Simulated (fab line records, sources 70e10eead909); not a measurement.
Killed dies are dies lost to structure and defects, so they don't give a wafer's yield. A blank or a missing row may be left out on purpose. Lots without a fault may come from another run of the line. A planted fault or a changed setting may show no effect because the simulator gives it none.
A struck lot beside a sound one | flow nand_harc | 25 steps out of a route of 1302
Sound: wafers L354.2, L354.5, L354.6. Struck: wafers L361.1, L361.2, L361.5. The cause comes at the end.
At each step with rows: each side's tool, then ch and its chambers, then its first start. Under that, the readings that differ: sound wafers | struck wafers | difference of the means | sigmas: that difference in standard deviations of wafers without a fault.
alike: readings whose means differ by less than 2 such deviations, and words and numbers that are the same on both sides. not compared: withheld readings, readings that some wafer has no value for, bounds like >300 that may hide the same value, and numbers for which the record gives no deviation and whose values overlap.
The two part at a step that has a row with sigmas, a row that says differs or no value, or rows on one side only. Numbers that don't overlap but have no deviation are shown without sigmas and don't part them. A reading that every wafer of one side lacks parts them only if that side has two wafers or more.

first, 1 step without rows for these wafers: NHARC_P_M1_SRD_25.
NHARC_P_M1_INSPECT_27:
  sound on defect_inspect-01, day 8 10:01; struck on defect_inspect-01, day 11 08:38
  reading          | sound       | struck      | difference | sigmas
  raw_defect_count | 685 334 811 | 309 205 221 | -365       | -3
NHARC_P_M1_PRE_CLEAN_32: time 12 s.
  sound on pecvd-01 ch 0,1,2, day 8 10:07; struck on pecvd-02 ch 0,1,2, day 11 08:43
  alike: heater_power_w
NHARC_P_M1_DEP_33: deposits SiCN, target thk 30 nm.
  sound on pecvd-01 ch 0,1,2, day 8 10:14; struck on pecvd-02 ch 0,1,2, day 11 08:49
  alike: heater_power_w
then, 7 steps without rows for these wafers: NHARC_P_M2_DEP_00 (deposits SiOC, target thk 182.5 nm); NHARC_P_M2_DEHYDRATE_01 (time 120 s); NHARC_P_M2_HMDS_02 (time 30 s); NHARC_P_M2_COAT_34 (time 65 s); NHARC_P_M2_COAT_03 (resist thk 90 nm); NHARC_P_M2_SOFTBAKE_04 (time 55 s); NHARC_P_M2_EBR_05.
NHARC_P_M2_EXPOSE_06: exposes mask P M2, target cd 170 nm.
  sound on arfi_scanner-02 ch 0, day 8 11:10; struck on arfi_scanner-02 ch 0, day 11 09:52
  alike: mask
then, 2 steps without rows for these wafers: NHARC_P_M2_PEB_07 (peb time 65 s); NHARC_P_M2_DEVELOP_08 (develop time 35 s).
NHARC_P_M2_CD_MEAS_09: target cd 170 nm.
  sound on cd_sem-01 ch 0, day 8 11:19; struck on cd_sem-03 ch 0, day 11 10:00
  reading    | sound             | struck | difference                    | sigmas
  cd_nm (nm) | 169.9 169.1 169.5 | - - -  | no value on the struck wafers |
NHARC_P_M2_OVL_MEAS_10: pitch 340 nm.
  sound on overlay-02, day 8 11:24; struck on overlay-02, day 11 10:05
  alike: overlay_x_nm, overlay_y_nm
NHARC_P_M2_INSPECT_11:
  sound on defect_inspect-02, day 8 11:26; struck on defect_inspect-02, day 11 10:07
  alike: raw_defect_count
NHARC_P_M2_DESCUM_14: chemistry O2, time 3 s.
  sound on rie_diel-02 ch 0,1,2, day 8 11:31; struck on rie_diel-11 ch 1,2,3, day 11 10:11
  reading               | sound             | struck            | difference | sigmas
  model.P_M2.cd_nm (nm) | 169.5 169.1 169.8 | 169.9 170.4 195.1 | +9.0       |
  alike: drypump_motor_current_A, mfc_ar_sccm, o2_flow_sccm, oes_product_au, rf_vpp_V, showerhead_plenum_p_Torr, throttle_valve_pct
  not compared: rf_hours_counter_h
NHARC_P_M2_ETCH_35: etches the open film in N2/H2, target depth 40 nm, overetch 12 nm, time 43.94 s.
  sound on rie_diel-02 ch 0,3, day 8 11:35; struck on rie_diel-11 ch 0,1,2, day 11 10:19
  reading            | sound             | struck    | difference | sigmas
  mfc_ar_sccm (sccm) | 0.022 0.027 0.022 | 0 0 0.003 | +0         | -2
  alike: drypump_motor_current_A, oes_product_au, rf_vpp_V, showerhead_plenum_p_Torr, throttle_valve_pct
  not compared: rf_hours_counter_h
NHARC_P_M2_ETCH_15: etches the open film in C4F8/Ar, target depth 182.5 nm, time 91.2 s.
  sound on rie_diel-02 ch 2,3; struck on rie_diel-11 ch 0,1
  reading               | sound             | struck            | difference | sigmas
  oes_product_au (a.u.) | 0.978 0.979 0.971 | 0.913 0.910 0.910 | -0.065     | -3
  alike: rf_vpp_V
  not compared: rf_hours_counter_h
NHARC_P_M2_CD_MEAS_16:
  sound on cd_sem-01, day 8 11:48; struck on cd_sem-03, day 11 10:31
  reading    | sound             | struck | difference                    | sigmas
  cd_nm (nm) | 169.0 169.2 169.6 | - - -  | no value on the struck wafers |
NHARC_P_M2_STRIP_18: strips in N2/H2.
  sound on rie_diel-11 ch 0,3, day 8 11:52; struck on rie_diel-02 ch 0,2,3, day 11 10:38
  alike: drypump_motor_current_A, mfc_ar_sccm, oes_product_au, power_w, rf_vpp_V, showerhead_plenum_p_Torr, throttle_valve_pct
  not compared: rf_hours_counter_h
NHARC_P_M2_ETCH_28: etches the open film in CF4/N2, target depth 30 nm, time 72.99 s.
  sound on rie_diel-11 ch 0,2,3; struck on rie_diel-02 ch 0,1
  reading               | sound             | struck            | difference | sigmas
  model.P_M2.cd_nm (nm) | 168.8 169.1 169.5 | 170.5 170.3 195.9 | +9.8       |
  alike: drypump_motor_current_A, mfc_ar_sccm, oes_product_au, rf_vpp_V, showerhead_plenum_p_Torr, throttle_valve_pct
  not compared: rf_hours_counter_h
then, 2 steps without rows for these wafers: NHARC_P_M2_STRIP_19 (strips in post etch residue remover, time 600 s); NHARC_END_SORT_01.

WHERE THEY PART
First at NHARC_P_M1_INSPECT_27; last, within this record, at NHARC_P_M2_CD_MEAS_16. Later steps at which nothing parts them and some readings are alike: NHARC_P_M2_STRIP_18, NHARC_P_M2_ETCH_28.

WHY: what the simulator had put in
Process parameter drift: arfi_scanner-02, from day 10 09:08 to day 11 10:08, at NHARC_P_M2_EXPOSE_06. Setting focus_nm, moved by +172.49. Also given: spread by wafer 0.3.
